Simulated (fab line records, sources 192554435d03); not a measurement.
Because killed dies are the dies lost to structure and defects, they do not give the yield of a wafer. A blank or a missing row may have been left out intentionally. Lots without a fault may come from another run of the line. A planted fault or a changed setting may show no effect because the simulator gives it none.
fab line records	flow n5-finfet
[record] lots = 6	wafers = 18	last-day = 19
route steps=1938 shown MOL_CONTACT_COAG@519 BEOL_M4@1111
lots with no fault: from the same line, run without faults
start-h: the number of hours between the record's first day and the start of the first shown wafer of the lot	wait-h: hours elapsed since this lot's preceding step	" repeats the value in the row above	L1.1+2: several wafers, shown together as one row	- no value present, or no start provided	* or withheld: withheld	< > ~ a bound
route shown NAME@n: a module of which the file shows steps, and the number in the route of the first	usual: mean/standard deviation taken from wafers without a fault	same: alike in all rows	chamber/n: place in a boat	sites: the reading at each site	_std_site: standard deviation of those values	_edge_site: the outer-site mean with the inner-site mean subtracted	radius-mm: for every site, how far away it sits from the centre of the wafer	mask NAME#n: copy n	behind: the tool/chamber that last shaped the wafer	hold: cause of the lot's hold/its duration in hours/its outcome	device: which transistor (n, p or np) failed to switch	end of line: the same wafers' tests at the end of the route	a step given without rows: its recipe and nothing more	killed: dies that structure and defects cost at the first sort, which is not the same as the wafer's yield	map: a wafer's dies, x killed, . not, _ none there
set.NAME: the setting as run; set.NAME@STEP: as run at that earlier step	model.NAME: the simulator's own value behind a step, which no gauge read
lots at selected steps of the route; one table per step, one row per wafer
services: from which hour (start-h, from the record's first day; less than 0 if before it) a tool's chamber was out of use, for how many hours, and why
[[steps]]
[step N5_MOL_CONTACT_COAG_COAT_58]
[recipe] resist = underlayer	temp-c = 205	time-s = 60	spin-rpm = 1500	resist-thk-nm = 10
[step N5_MOL_CONTACT_COAG_COAT_02]
[recipe] resist = CAR-EUV	spin-rpm = 1500	resist-thk-nm = 30
[step N5_MOL_CONTACT_COAG_EBR_04]
[recipe] solvent = PGMEA	ebr-width-mm = 1.5
[step N5_MOL_CONTACT_COAG_SOFTBAKE_03]
[recipe] temp-c = 110	time-s = 60	resist = CAR-EUV
[step N5_MOL_CONTACT_COAG_EXPOSE_05]
[recipe] mask-id = CA	na = 0.33	source-shape = annular	sigma-inner = 0.4	sigma-outer = 0.8	polarization = unpolarized	defocus-nm = 0	dose-mj = 38.25
[step N5_MOL_CONTACT_COAG_PEB_06]
[recipe] peb-temp-c = 100	peb-time-s = 60	resist = CAR-EUV
[step N5_MOL_CONTACT_COAG_DEVELOP_07]
[recipe] develop-time-s = 30	developer = TMAH	resist = CAR-EUV	rinse-liquid = surfactant-rinse	dry = air-spin	dev-temp-c = 23
[step N5_MOL_CONTACT_COAG_CD_MEAS_08]
[recipe] target-cd-nm = 28	landing-energy-ev = 500	detector = se-inlens	polarity = opening
[usual] cd-nm = 27.98/0.24
lot.wafer	tool	chamber	start-h	wait-h	cd-nm
L198.2	cd-sem-03	0	104.12	-	28.00
L198.3	"	0	"	"	27.98
L198.6	"	0	"	"	27.88
L205.1	cd-sem-02	0	146.24	-	27.91
L205.3	"	0	"	"	27.70
L205.5	"	0	"	"	28.27
L207.1	cd-sem-03	0	161.65	-	28.16
L207.5	"	0	"	"	28.17
L207.6	"	0	"	"	27.89
L208.2	cd-sem-03	0	165.71	-	28.38
L208.3	"	0	"	"	27.94
L208.4	"	0	"	"	28.19
L209.3	cd-sem-01	0	168.93	-	28.01
L209.4	"	0	"	"	27.85
L209.6	"	0	"	"	28.14
L218.1	cd-sem-03	0	227.45	-	27.89
L218.3	"	0	"	"	27.93
L218.6	"	0	"	"	27.77
[step N5_MOL_CONTACT_COAG_OVL_MEAS_09]
[recipe] points-per-wafer = 522
[usual] CA_OVL = -0.3/0.84
lot.wafer	tool	chamber	start-h	wait-h	CA_OVL[nm]
L198.2	overlay-02	0	104.16	0.0	0.0
L198.3	"	0	"	"	-1.0
L198.6	"	0	"	"	-0.5
L205.1	overlay-02	0	146.27	0.0	-0.7
L205.3	"	0	"	"	-0.2
L205.5	"	0	"	"	-0.5
L207.1	overlay-02	0	161.68	0.0	-0.9
L207.5	"	0	"	"	-0.5
L207.6	"	0	"	"	-0.9
L208.2	overlay-01	0	165.74	0.0	-0.3
L208.3	"	0	"	"	-0.8
L208.4	"	0	"	"	-0.6
L209.3	overlay-01	0	168.97	0.0	0.0
L209.4	"	0	"	"	1.0
L209.6	"	0	"	"	0.6
L218.1	overlay-02	0	227.48	0.0	-0.7
L218.3	"	0	"	"	0.7
L218.6	"	0	"	"	0.3
[step N5_MOL_CONTACT_COAG_INSPECT_10]
[recipe] mode = adi	inspect-instrument = brightfield
[usual] raw-defect-count = 70/26
lot.wafer	tool	chamber	start-h	wait-h	raw-defect-count
L198.2	defect-inspect-01	-	104.21	0.0	43
L198.3	"	-	"	"	68
L198.6	"	-	"	"	54
L205.1	defect-inspect-01	-	146.33	0.1	66
L205.3	"	-	"	"	113
L205.5	"	-	"	"	82
L207.1	defect-inspect-01	-	161.74	0.1	57
L207.5	"	-	"	"	35
L207.6	"	-	"	"	76
L208.2	defect-inspect-02	-	165.80	0.0	79
L208.3	"	-	"	"	67
L208.4	"	-	"	"	54
L209.3	defect-inspect-01	-	169.02	0.0	74
L209.4	"	-	"	"	111
L209.6	"	-	"	"	83
L218.1	defect-inspect-02	-	227.54	0.1	95
L218.3	"	-	"	"	114
L218.6	"	-	"	"	123
[step N5_MOL_CONTACT_COAG_DESCUM_13]
[recipe] chemistry = O2	time-s = 7	source-power-w = 50	bias-power-w = 20	pressure-mtorr = 20	rf-frequency-hz = 2.712e+07	temp-c = 40	resist = CAR-EUV	o2-flow-sccm = 225
[usual] bias-power-w = 20.00/0.058	drypump-motor-current-A = 5.9/0.46	oes-product-au = 0.79/0.1	rf-vpp-V = 242.7/1.3	showerhead-plenum-p-Torr = 2.07/0.062	throttle-valve-pct = 20.5/0.31
[same] time-s = 7
lot.wafer	tool	chamber	start-h	wait-h	bias-power-w	drypump-motor-current-A	oes-product-au	rf-hours-counter-h	rf-vpp-V	showerhead-plenum-p-Torr	throttle-valve-pct
L198.2	rie-diel-01	2	104.43	0.2	19.92	6.6	0.78	130	242.6	2.03	20.9
L198.3	"	3	"	"	20.05	5.9	1.01	7	242.5	2.06	20.0
L198.6	"	2	"	"	19.95	6.6	0.78	-	241.0	2.03	20.9
L205.1	rie-diel-01	3	146.50	0.2	19.82	6.0	0.97	22	242.1	2.06	20.0
L205.3	"	2	"	"	20.01	6.6	0.77	145	242.7	2.03	20.9
L205.5	"	0	"	"	19.98	6.4	0.72	-	244.0	2.16	20.6
L207.1	rie-diel-01	1	161.77	0.0	20.02	5.8	0.93	20	241.5	2.04	20.4
L207.5	"	1	"	"	20.04	5.8	0.93	-	242.2	2.05	20.4
L207.6	"	2	"	"	19.90	6.5	0.76	-	241.2	2.02	20.9
L208.2	rie-diel-03	3	165.83	0.0	19.91	6.5	0.71	201	243.8	2.17	20.5
L208.3	"	0	"	"	20.03	5.6	0.68	218	242.0	2.00	20.5
L208.4	"	2	"	"	19.96	5.3	0.77	115	242.7	2.03	20.1
L209.3	rie-diel-04	2	169.07	0.0	20.02	5.6	0.72	-	241.2	2.02	20.8
L209.4	"	0	"	"	20.01	6.0	0.75	-	243.4	2.11	20.9
L209.6	"	0	"	"	20.01	6.0	0.75	-	242.0	2.11	20.9
L218.1	rie-diel-04	2	227.57	0.0	19.97	5.6	0.70	203	241.7	2.01	20.8
L218.3	"	0	"	"	20.00	6.0	0.73	151	243.1	2.11	20.9
L218.6	"	1	"	"	19.95	6.4	0.90	-	243.8	2.14	20.1
[step N5_MOL_CONTACT_COAG_ETCH_59]
[recipe] chemistry = N2/H2	target = underlayer	target-depth-a = 130	mask-material = CAR-EUV	time-s = 10.4	ion-energy-ev = 200	pressure-mtorr = 30	source-w = 840	bias-w = 150	n2-flow-sccm = 200	h2-flow-sccm = 200	ends = cleared
[usual] drypump-motor-current-A = 6.0/0.46	etch-rf-on-time-s = 10.51/0.24	oes-product-au = 0.67/0.083	rf-vpp-V = 522.9/2.4	showerhead-plenum-p-Torr = 2.51/0.082	throttle-valve-pct = 17.9/0.33
lot.wafer	tool	chamber	start-h	wait-h	drypump-motor-current-A	etch-rf-on-time-s	oes-product-au	rf-hours-counter-h	rf-vpp-V	showerhead-plenum-p-Torr	throttle-valve-pct
L198.2	rie-diel-01	2	104.46	0.0	6.6	10.45	0.66	130	522.5	2.45	18.3
L198.3	"	3	"	"	6.0	10.18	0.85	7	521.1	2.48	17.2
L198.6	"	2	"	"	6.6	10.49	0.66	-	521.9	2.45	18.3
L205.1	rie-diel-01	3	146.53	0.0	5.9	10.22	0.81	22	523.1	2.47	17.2
L205.3	"	2	"	"	6.6	10.57	0.65	145	521.0	2.44	18.3
L205.5	"	0	"	"	6.4	10.76	0.61	-	527.0	2.62	18.0
L207.1	rie-diel-01	1	161.81	0.0	5.8	10.30	0.78	20	522.5	2.49	17.8
L207.5	"	1	"	"	5.8	10.29	0.78	-	521.1	2.49	17.8
L207.6	"	2	"	"	6.6	10.53	0.64	-	522.3	2.44	18.3
L208.2	rie-diel-03	3	165.87	0.0	6.5	10.70	0.61	201	526.9	2.64	18.0
L208.3	"	0	"	"	5.7	10.68	0.59	218	520.1	2.43	18.0
L208.4	"	2	"	"	5.3	10.49	0.67	115	521.8	2.45	17.5
L209.3	rie-diel-04	2	169.12	0.0	5.6	10.44	0.63	-	521.4	2.42	18.1
L209.4	"	0	"	"	6.0	10.46	0.65	-	524.9	2.55	18.3
L209.6	"	0	"	"	6.0	10.57	0.65	-	525.4	2.55	18.3
L218.1	rie-diel-04	2	227.61	0.0	5.6	10.57	0.60	203	521.2	2.41	18.1
L218.3	"	0	"	"	6.1	10.70	0.63	151	523.8	2.54	18.3
L218.6	"	1	"	"	6.4	10.72	0.76	-	525.5	2.61	17.6
[step N5_MOL_CONTACT_COAG_ETCH_105]
[recipe] chemistry = CF4	target = SiARC	target-depth-a = 156	mask-material = CAR-EUV	time-s = 26	ion-energy-ev = 80	pressure-mtorr = 40	source-w = 545	bias-w = 36	Ar_flow_sccm = 100	cf4-flow-sccm = 100	ends = cleared
[usual] drypump-motor-current-A = 5.9/0.46	etch-rf-on-time-s = 26.4/0.58	oes-product-au = 0.67/0.082	rf-vpp-V = 183.8/1	showerhead-plenum-p-Torr = 2.11/0.064	throttle-valve-pct = 15.63/0.29
lot.wafer	tool	chamber	start-h	wait-h	drypump-motor-current-A	etch-rf-on-time-s	oes-product-au	rf-hours-counter-h	rf-vpp-V	showerhead-plenum-p-Torr	throttle-valve-pct
L198.2	rie-diel-01	2	104.48	0.0	6.6	26.1	0.66	130	183.7	2.07	15.95
L198.3	"	3	"	"	5.9	25.6	0.84	7	183.5	2.11	15.10
L198.6	"	2	"	"	6.5	26.2	0.67	-	183.9	2.07	15.95
L205.1	rie-diel-01	3	146.55	0.0	5.9	30.8	0.72	22	183.5	2.10	15.12
L205.3	"	2	"	"	6.6	31.8	0.59	145	183.6	2.06	15.97
L205.5	"	0	"	"	6.4	32.3	0.56	-	184.8	2.22	15.90
L207.1	rie-diel-01	1	161.83	0.0	5.7	30.9	0.70	20	183.9	2.09	15.55
L207.5	"	1	"	"	5.7	31.0	0.70	-	184.0	2.09	15.56
L207.6	"	2	"	"	6.5	31.1	0.59	-	184.6	2.06	15.99
L208.2	rie-diel-03	3	165.88	0.0	6.5	26.4	0.61	201	184.1	2.21	15.63
L208.3	"	0	"	"	5.7	26.4	0.59	218	182.9	2.04	15.64
L208.4	"	2	"	"	5.3	26.0	0.66	115	181.7	2.07	15.27
L209.3	rie-diel-04	2	169.15	0.0	5.6	26.3	0.62	-	183.6	2.06	15.88
L209.4	"	0	"	"	6.0	26.6	0.65	-	185.2	2.15	15.96
L209.6	"	0	"	"	6.0	26.3	0.65	-	182.9	2.15	15.96
L218.1	rie-diel-04	2	227.63	0.0	5.6	26.7	0.59	203	184.3	2.05	15.93
L218.3	"	0	"	"	6.0	26.5	0.63	151	184.2	2.14	16.01
L218.6	"	1	"	"	6.4	27.1	0.76	-	184.2	2.18	15.19
[step N5_MOL_CONTACT_COAG_ETCH_106]
[recipe] chemistry = N2/H2	target = SOC	target-depth-a = 800	overetch-a = 160	mask-material = SiARC	temp-c = 40	time-s = 120	ion-energy-ev = 200	pressure-mtorr = 30	source-w = 840	bias-w = 150	n2-flow-sccm = 200	h2-flow-sccm = 200
[usual] drypump-motor-current-A = 5.9/0.46	oes-product-au = 0.70/0.08	rf-vpp-V = 523.0/2.5	showerhead-plenum-p-Torr = 2.51/0.082	throttle-valve-pct = 17.9/0.33
[same] time-s = 120
lot.wafer	tool	chamber	start-h	wait-h	drypump-motor-current-A	oes-product-au	rf-hours-counter-h	rf-vpp-V	showerhead-plenum-p-Torr	throttle-valve-pct
L198.2	rie-diel-01	2	104.51	0.0	6.6	0.70	130	520.8	2.45	18.3
L198.3	"	3	"	"	5.9	0.88	7	523.9	2.48	17.1
L198.6	"	2	"	"	6.6	0.70	-	520.9	2.45	18.3
L205.1	rie-diel-01	3	146.58	0.0	5.9	0.84	22	521.9	2.47	17.2
L205.3	"	2	"	"	6.6	0.68	145	521.8	2.44	18.3
L205.5	"	0	"	"	6.4	0.66	-	528.0	2.62	18.0
L207.1	rie-diel-01	1	161.86	0.0	5.8	0.81	20	521.5	2.49	17.7
L207.5	"	1	"	"	5.8	0.82	-	522.6	2.49	17.8
L207.6	"	2	"	"	6.6	0.69	-	520.0	2.44	18.3
L208.2	rie-diel-03	3	165.91	0.0	6.5	0.65	201	525.9	2.64	18.0
L208.3	"	0	"	"	5.6	0.62	218	521.0	2.43	17.9
L208.4	"	2	"	"	5.3	0.70	115	521.1	2.45	17.5
L209.3	rie-diel-04	2	169.22	0.1	5.6	0.65	-	520.3	2.42	18.1
L209.4	"	0	"	"	6.0	0.68	-	522.7	2.55	18.2
L209.6	"	0	"	"	6.0	0.69	-	524.8	2.55	18.2
L218.1	rie-diel-04	2	227.66	0.0	5.6	0.64	203	519.7	2.41	18.1
L218.3	"	0	"	"	6.0	0.66	151	524.5	2.54	18.3
L218.6	"	1	"	"	6.4	0.81	-	525.2	2.61	17.6
[step N5_BEOL_M4_RC_MEAS_101]
[usual] DIBL_N = 35.8/1.7	DIBL_P = 35.3/2	IOFF_N = 0.150/0.026	IOFF_P = 0.194/0.029	ION_N = 667/11	ION_P = 456/7.1	SS_N = 71.4/0.65	SS_P = 73.1/0.64	VT_N = 251/3	VT_P = -252/3.2
lot.wafer	tool	chamber	start-h	wait-h	DIBL_N[mV/V]	DIBL_P[mV/V]	IOFF_N[nA/um]	IOFF_P[nA/um]	ION_N[uA/um]	ION_P[uA/um]	SS_N[mV/dec]	SS_P[mV/dec]	VT_N[mV]	VT_P[mV]
L198.2	prober-02	0	224.13	0.2	36.6	36.3	0.150	0.207	657	454	70.9	72.7	251	-250
L198.3	"	0	"	"	36.6	35.7	0.155	0.195	669	455	71.6	73.1	248	-253
L198.6	"	0	"	"	37.6	37.1	0.176	0.219	673	456	71.3	73.2	247	-250
L205.1	prober-01	0	276.86	0.0	36.7	37.7	0.203	0.258	695	473	72.1	73.8	245	-245
L205.3	"	0	"	"	34.6	35.8	0.151	0.226	674	463	71.8	73.1	249	-249
L205.5	"	0	"	"	32.9	34.1	0.127	0.200	660	464	70.6	72.9	251	-250
L207.1	prober-02	0	286.57	0.0	37.1	38.5	0.168	0.261	674	459	71.4	73.6	250	-246
L207.5	"	0	"	"	35.1	35.9	0.134	0.216	669	465	70.6	73.1	252	-247
L207.6	"	0	"	"	35.1	34.1	0.126	0.182	656	449	70.7	72.2	253	-250
L209.3	prober-01	0	287.26	0.3	36.0	35.9	0.151	0.202	671	460	70.7	73.5	250	-251
L209.4	"	0	"	"	33.9	32.7	0.123	0.162	656	453	71.0	72.5	252	-254
L209.6	"	0	"	"	33.7	33.0	0.113	0.160	656	453	70.8	72.3	253	-254
L208.2	prober-02	0	307.86	0.5	32.2	31.2	0.094	0.144	642	448	69.7	73.1	258	-255
L208.3	"	0	"	"	35.7	34.7	0.144	0.189	657	452	71.3	74.0	254	-253
L208.4	"	0	"	"	35.0	34.3	0.144	0.187	670	459	71.2	73.2	251	-253
L218.1	prober-02	0	347.58	0.0	36.7	35.5	0.155	0.222	672	466	71.4	73.3	251	-249
L218.3	"	0	"	"	37.9	36.6	0.179	0.236	676	468	71.4	74.4	248	-250
L218.6	"	0	"	"	38.9	37.1	0.201	0.247	681	461	71.9	73.6	247	-248
[[services]]
tool	chamber	start-h	hours	kind
rie-diel-03	3	86.91	5.4	repair
rie-diel-01	1	89.16	-	clean
rie-diel-01	1	89.16	-	consumable-replace:focus-ring
rie-diel-01	1	89.16	14.5	scheduled-down
rie-diel-01	1	89.16	14.5	vent-cycle
rie-diel-01	0	100.51	13.7	repair
rie-diel-04	2	110.41	45.9	repair
rie-diel-04	-	115.75	0.4	repair
rie-diel-04	1	156.64	-	clean
rie-diel-04	1	156.64	-	consumable-replace:focus-ring
rie-diel-04	1	156.64	21.8	scheduled-down
rie-diel-04	1	156.64	21.8	vent-cycle
rie-diel-04	0	159.67	9.2	repair
rie-diel-04	3	166.89	6.3	repair
rie-diel-03	1	182.04	-	clean
rie-diel-03	1	182.04	-	consumable-replace:focus-ring
rie-diel-03	1	182.04	21.0	scheduled-down
rie-diel-03	1	182.04	21.0	vent-cycle
rie-diel-01	2	196.01	16.2	repair
rie-diel-04	3	217.41	-	clean
rie-diel-04	3	217.41	-	consumable-replace:focus-ring
rie-diel-04	3	217.41	-	consumable-replace:showerhead
rie-diel-04	3	217.41	30.8	scheduled-down
rie-diel-04	3	217.41	30.8	vent-cycle
[[key]]
[first-sign] step = N5_MOL_CONTACT_COAG_ETCH_105	reading = etch-rf-on-time-s	direction = up	sigmas = 8.6	usual = *	struck = *
effect none on later readings
met-at N5_MOL_CONTACT_COAG_ETCH_105
struck-wafers L205.1,L205.3,L205.5,L207.1,L207.5,L207.6
onset-between 104.48 146.55
[fault] kind = process-parameter-drift	tool = rie-diel-01	chamber = -	onset-h = 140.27	steps = N5_MOL_CONTACT_COAG_ETCH_105	channel = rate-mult	offset = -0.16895	shape = step	end-h = 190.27
